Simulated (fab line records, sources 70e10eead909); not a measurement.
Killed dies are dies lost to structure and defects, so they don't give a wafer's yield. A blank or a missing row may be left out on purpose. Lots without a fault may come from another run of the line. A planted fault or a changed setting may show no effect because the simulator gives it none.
Which tool did it? | flow nand_harc | 13 lots, 36 wafers sampled, at 5 steps of a route of 1159

WHAT THE GAUGES READ, wafer by wafer
NHARC_END_SORT_01.
lot  | measured     | on        | killed_at_array | killed_at_other | killed_at_periphery | killed_dies | killed_open | killed_short
L771 | day 24 04:15 | prober-01 | 16 626          | 3 0             | 2 3                 | 21 629      | 2 5         | 3 3
L769 | day 23 20:25 | prober-01 | 51 610          | 0 1             | 4 2                 | 55 613      | 6 2         | 2 4
L774 | day 24 11:56 | prober-02 | 12 561          | 0 0             | 1 4                 | 13 565      | 1 2         | 2 3

WHICH TOOL RAN EACH LOT (tool, then ch and the chambers of the sampled wafers, then the start)
lot  | NHARC_A_STAIRCASE_TRIM_26                     | NHARC_A_STAIRCASE_STRIP_175          | NHARC_A_STAIRCASE_ETCH_188         | NHARC_A_STAIRCASE_ETCH_190
L756 | rie_diel-11 ch 0,2,3, day 11 04:32 or earlier | plasma_asher-01 ch 0,1, day 11 04:32 | rie_diel-02 ch 0,1, day 11 06:20   | rie_diel-02 ch 0,1,3, no start
L758 | rie_diel-03 ch 0,1,3, day 11 04:26 or earlier | plasma_asher-02 ch 0,1, day 11 04:26 | rie_diel-03 ch 0,3, day 11 06:11   | rie_diel-03 ch 0,2, no start
L760 | rie_diel-11 ch 0,2,3, day 11 21:58 or earlier | plasma_asher-01 ch 0,1, day 11 21:58 | rie_diel-02 ch 0,1,3, day 11 23:53 | rie_diel-02 ch 0,1,2, no start
L759 | rie_diel-02 ch 1,2,3, day 11 22:12 or earlier | plasma_asher-01 ch 0,1, day 11 22:12 | rie_diel-11 ch 0,1, day 12 00:04   | rie_diel-11 ch 0,3, no start
L761 | rie_diel-02 ch 0,1,2, day 12 04:31 or earlier | plasma_asher-02 ch 0,1, day 12 04:31 | rie_diel-02 ch 0,1,2, day 12 06:17 | rie_diel-02 ch 0,1,2, no start
L764 | rie_diel-11 ch 1,2,3, day 12 23:01 or earlier | plasma_asher-02 ch 0,1, day 12 23:01 | rie_diel-11 ch 0,1,3, day 13 00:47 | rie_diel-11 ch 1,2,3, no start
L765 | rie_diel-02 ch 1,2, day 12 23:19 or earlier   | plasma_asher-02 ch 0,1, day 12 23:19 | rie_diel-03 ch 1,3, day 13 01:07   | rie_diel-03 ch 0,1, no start
L770 | rie_diel-11 ch 1,2, day 14 05:44 or earlier   | plasma_asher-01 ch 0,1, day 14 05:44 | rie_diel-03 ch 0,1, day 14 07:13   | rie_diel-03 ch 1,2, no start
L771 | rie_diel-03 ch 2, day 15 00:09 or earlier     | plasma_asher-02 ch 0, day 15 00:09   | rie_diel-11 ch 1,2, day 15 01:44   | rie_diel-11 ch 3, day 24 04:15 or earlier
L772 | rie_diel-03 ch 0,2,3, day 15 00:19 or earlier | plasma_asher-01 ch 0,1, day 15 00:19 | rie_diel-03 ch 1,2,3, day 15 02:08 | rie_diel-03 ch 1,2,3, no start
L769 | rie_diel-11 ch 0,2, day 15 01:27 or earlier   | plasma_asher-01 ch 0,1, day 15 01:27 | rie_diel-11 ch 0,2, day 15 03:22   | rie_diel-11 ch 0,1, day 23 20:25 or earlier
L774 | rie_diel-11 ch 0,3, day 15 12:14 or earlier   | plasma_asher-01 ch 0,1, day 15 12:14 | rie_diel-11 ch 0,1, day 15 14:01   | rie_diel-11 ch 0,1, day 24 11:56 or earlier
L778 | rie_diel-03 ch 1,2,3, day 16 15:41 or earlier | plasma_asher-01 ch 0,1, day 16 15:41 | rie_diel-02 ch 0,2,3, day 16 17:35 | rie_diel-02 ch 0,1,2, no start
- NHARC_A_STAIRCASE_TRIM_26: chemistry O2, time 211.2 s.
- NHARC_A_STAIRCASE_STRIP_175: strips in O2.
- NHARC_A_STAIRCASE_ETCH_188: etches the open film in C4F8/O2, target depth 100 nm, time 40.5 s.
- NHARC_A_STAIRCASE_ETCH_190: etches the open film in C4F8/O2, target depth 100 nm, time 40.5 s.

WHAT THE TOOLS THEMSELVES READ (means of the sampled wafers that have a number; where no wafer has one, the mark that the record gives instead)
NHARC_A_STAIRCASE_TRIM_26.
lot  | tool        | drypump_motor_current_A (A) | oes_product_au (a.u.) | rf_vpp_V (V) | showerhead_plenum_p_Torr (Torr) | throttle_valve_pct (%)
L756 | rie_diel-11 | 5.7                         | 1.001                 | 57.8         | 3.61                            | 17.035
L758 | rie_diel-03 | 5.8                         | 0.991                 | 57.8         | 3.50                            | 17.023
L760 | rie_diel-11 | 5.7                         | 1.002                 | 58.1         | 3.61                            | 17.032
L759 | rie_diel-02 | 5.7                         | 1.011                 | 57.9         | 3.33                            | 17.037
L761 | rie_diel-02 | 5.7                         | 1.007                 | 57.0         | 3.39                            | 17.036
L764 | rie_diel-11 | 5.6                         | 1.004                 | 58.7         | 3.61                            | 17.035
L765 | rie_diel-02 | 5.3                         | 1.011                 | 56.7         | 3.33                            | 17.033
L770 | rie_diel-11 | 5.5                         | 1.006                 | 57.6         | 3.63                            | 17.033
L771 | rie_diel-03 | 5.9                         | 0.992                 | 57.4         | 3.65                            | 17.038
L772 | rie_diel-03 | 5.8                         | 0.998                 | 57.8         | 3.51                            | 17.034
L769 | rie_diel-11 | 5.8                         | 1.006                 | 57.8         | 3.60                            | 17.044
L774 | rie_diel-11 | 5.8                         | 1.005                 | 57.2         | 3.56                            | 17.040
L778 | rie_diel-03 | 5.8                         | 0.999                 | 58.4         | 3.52                            | 17.049

NHARC_A_STAIRCASE_STRIP_175.
lot  | tool            | drypump_motor_current_A (A) | heater_power_w (W)
L756 | plasma_asher-01 | 5.6                         | 304
L758 | plasma_asher-02 | 5.9                         | 309
L760 | plasma_asher-01 | 5.6                         | 322
L759 | plasma_asher-01 | 5.6                         | 305
L761 | plasma_asher-02 | 5.8                         | 305
L764 | plasma_asher-02 | 5.5                         | 295
L765 | plasma_asher-02 | 5.8                         | 307
L770 | plasma_asher-01 | 5.5                         | 315
L771 | plasma_asher-02 | 5.2                         | 282
L772 | plasma_asher-01 | 5.5                         | 317
L769 | plasma_asher-01 | 5.6                         | 314
L774 | plasma_asher-01 | 5.6                         | 313
L778 | plasma_asher-01 | 5.6                         | 305

NHARC_A_STAIRCASE_ETCH_188.
lot  | tool        | oes_product_au (a.u.) | rf_vpp_V (V) | run_length_s (s)
L756 | rie_diel-02 | 0.942                 | 889          | 62.0
L758 | rie_diel-03 | 0.955                 | 894          | 61.3
L760 | rie_diel-02 | 0.936                 | 888          | 62.0
L759 | rie_diel-11 | 0.926                 | 897          | 62.0
L761 | rie_diel-02 | 0.942                 | 890          | 61.8
L764 | rie_diel-11 | 0.932                 | 898          | 62.1
L765 | rie_diel-03 | 0.930                 | 895          | 61.7
L770 | rie_diel-03 | 0.954                 | 896          | 61.5
L771 | rie_diel-11 | 0.955                 | 899          | 56.5
L772 | rie_diel-03 | 0.924                 | 896          | 61.8
L769 | rie_diel-11 | 0.929                 | 900          | 56.6
L774 | rie_diel-11 | 0.929                 | 896          | 56.6
L778 | rie_diel-02 | 0.924                 | 897          | 61.8

NHARC_A_STAIRCASE_ETCH_190.
lot  | tool        | oes_product_au (a.u.) | rf_vpp_V (V) | run_length_s (s)
L756 | rie_diel-02 | 0.939                 | 889          | 62.0
L758 | rie_diel-03 | 0.942                 | 898          | 61.5
L760 | rie_diel-02 | 0.935                 | 891          | 61.7
L759 | rie_diel-11 | 0.926                 | 898          | 62.1
L761 | rie_diel-02 | 0.956                 | 890          | 61.7
L764 | rie_diel-11 | 0.948                 | 900          | 61.7
L765 | rie_diel-03 | 0.928                 | 895          | 61.5
L770 | rie_diel-03 | 0.941                 | 900          | 61.8
L771 | rie_diel-11 | 0.940                 | 900          | 61.6
L772 | rie_diel-03 | 0.929                 | 896          | 61.7
L769 | rie_diel-11 | 0.938                 | 897          | 62.1
L774 | rie_diel-11 | 0.945                 | 898          | 62.4
L778 | rie_diel-02 | 0.944                 | 897          | 61.9

THE ANSWER, worked out from the rows above alone
Rule: what is usual is taken from the lots themselves. Put in order of their means at a reading, lots are off if they are a third of the lots or fewer, leave a main group of 4 or more, and stand apart from it by a gap of 3 or more times the standard deviation of the main group's means; of several such gaps the widest counts. A main group whose means are all the same, to the digits that the tables above print for the reading, isn't used. A lot without any number at a reading at which 4 lots or more have one is off too. The other lots that the step has rows for count as sound. The gauges are gone through in route order, then the tools' own readings, and for those a lot's mean is taken as printed above. The first step at which some lot is off is used, and at that step the reading that is off furthest; a lot without a number counts as furthest.
Off: L771, L769, L774, at NHARC_A_STAIRCASE_ETCH_188 (run_length_s). The main group: mean 61.8 s, standard deviation 0.24.
A tool fits if, at that step or a process step before it, it ran every lot that is off, and no sound lot after the first of them. NHARC_A_STAIRCASE_TRIM_26 gives no start for some lots, so the hours and the order of its lots are those of NHARC_A_STAIRCASE_STRIP_175. One fits: rie_diel-11 at NHARC_A_STAIRCASE_ETCH_188. Its last sound lot is L764 (day 13 00:47), its first lot that is off L771 (day 15 01:44): a fault that began between those two fits.
The tool's own readings at NHARC_A_STAIRCASE_ETCH_188 bear it out: on the lots that are off they differ by more than 5 times the standard deviation of the sound lots' means. run_length_s reads 56.6 s there against 61.8 s on the sound lots.

WHAT THE SIMULATOR HAD PUT IN
Process parameter drift: rie_diel-11, from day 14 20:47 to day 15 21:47, at NHARC_A_STAIRCASE_ETCH_188. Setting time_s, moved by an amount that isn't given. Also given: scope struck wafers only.
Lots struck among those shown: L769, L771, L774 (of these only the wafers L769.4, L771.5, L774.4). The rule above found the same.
